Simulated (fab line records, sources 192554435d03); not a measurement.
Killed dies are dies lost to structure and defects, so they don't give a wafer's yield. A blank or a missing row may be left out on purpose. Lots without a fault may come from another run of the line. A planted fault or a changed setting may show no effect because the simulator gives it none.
A struck lot beside a sound one | flow n5_finfet | 16 steps out of a route of 1938
Sound: wafers L894.1, L894.2, L894.6. Struck: wafers L887.2, L887.4, L887.6. The cause comes at the end.
At each step with rows: each side's tool, then ch and its chambers, then its first start. Under that, the readings that differ: sound wafers | struck wafers | difference of the means | sigmas: that difference in standard deviations of wafers without a fault.
alike: readings whose means differ by less than 2 such deviations, and words and numbers that are the same on both sides. not compared: withheld readings, readings that some wafer has no value for, bounds like >300 that may hide the same value, and numbers for which the record gives no deviation and whose values overlap.
The two part at a step that has a row with sigmas, a row that says differs or no value, or rows on one side only. Numbers that don't overlap but have no deviation are shown without sigmas and don't part them. A reading that every wafer of one side lacks parts them only if that side has two wafers or more.

first, 1 step without rows for these wafers: N5_BEOL_M3_ANNEAL_49 (time 240 s).
N5_BEOL_M3_SPUTTER_79: material Cu, target thk 4.5 nm, time 8.29 s.
  sound on pvd_sputter-01, day 12 19:08; struck on pvd_sputter-03, day 10 15:49
  alike: throttle_valve_pct
N5_BEOL_M3_ANNEAL_80: time 240 s.
  sound on pvd_sputter-01, day 12 19:13; struck on pvd_sputter-03, day 10 15:53
  alike: heater_power_w, susceptor_temp_C
then, 1 step without rows for these wafers: N5_BEOL_M3_SPUTTER_81 (material Cu, target thk 4.5 nm, time 8.29 s).
N5_BEOL_M3_ANNEAL_82: time 240 s.
  sound on pvd_sputter-01, day 12 19:26; struck on pvd_sputter-03, day 10 16:07
  alike: heater_power_w, susceptor_temp_C
then, 4 steps without rows for these wafers: N5_BEOL_M3_SPUTTER_86 (material Cu, target thk 4.5 nm, time 8.29 s); N5_BEOL_M3_ANNEAL_87 (time 240 s); N5_BEOL_M3_SPUTTER_88 (material Cu, target thk 4.5 nm, time 8.29 s); N5_BEOL_M3_ANNEAL_89 (time 240 s).
N5_BEOL_M3_SPUTTER_90: material Cu, target thk 4.5 nm, time 8.29 s.
  sound on pvd_sputter-01, day 12 20:01; struck on pvd_sputter-03, day 10 16:41
  alike: throttle_valve_pct
N5_BEOL_M3_ANNEAL_91: time 240 s.
  sound on pvd_sputter-01, day 12 20:06; struck on pvd_sputter-03, day 10 16:46
  alike: heater_power_w, susceptor_temp_C
then, 1 step without rows for these wafers: N5_BEOL_M3_SPUTTER_92 (material Cu, target thk 4.5 nm, time 8.29 s).
N5_BEOL_M3_ANNEAL_93: time 240 s.
  sound on pvd_sputter-01, day 12 20:19; struck on pvd_sputter-03, day 10 16:59
  no value came back on the struck wafers for heater_power_w (W), susceptor_temp_C (C), time_s (s); on the sound wafers heater_power_w (W) reads 951 892 1050
then, 1 step without rows for these wafers: N5_BEOL_M3_SPUTTER_94 (material Cu, target thk 4.5 nm, time 8.29 s).
N5_BEOL_M4_RC_MEAS_101:
  sound on prober-01 ch 0, day 13 08:56; struck on prober-02 ch 0, day 11 05:23
  alike: DIBL_N, DIBL_P, IOFF_N, IOFF_P, ION_N, ION_P, SS_N, SS_P, VT_N, VT_P
-- the record jumps here: 5 days lie between the struck wafers' starts before and after (it left off in module BEOL_M4 and takes up again in module PASSIVATION, whose first step shown is number 1936 of the route) --
N5_PASSIVATION_PROBE_49:
  sound on prober-01, day 18 00:08; struck on prober-01, day 15 20:26
  reading            | sound  | struck   | difference | sigmas
  killed_at_contacts | 10 5 5 | 21 21 15 | +12        | +2
  alike: defect_limited_yield, killed_at_M0_to_M3, killed_at_M4_up, killed_at_front_end, killed_at_other, killed_dies, killed_open, killed_short, sort_bin_5_function, sort_bin_6_memory, sort_n_pass, sort_yield_pct

WHERE THEY PART
First at N5_BEOL_M3_ANNEAL_93; last, within this record, at N5_PASSIVATION_PROBE_49.

WHY: what the simulator had put in
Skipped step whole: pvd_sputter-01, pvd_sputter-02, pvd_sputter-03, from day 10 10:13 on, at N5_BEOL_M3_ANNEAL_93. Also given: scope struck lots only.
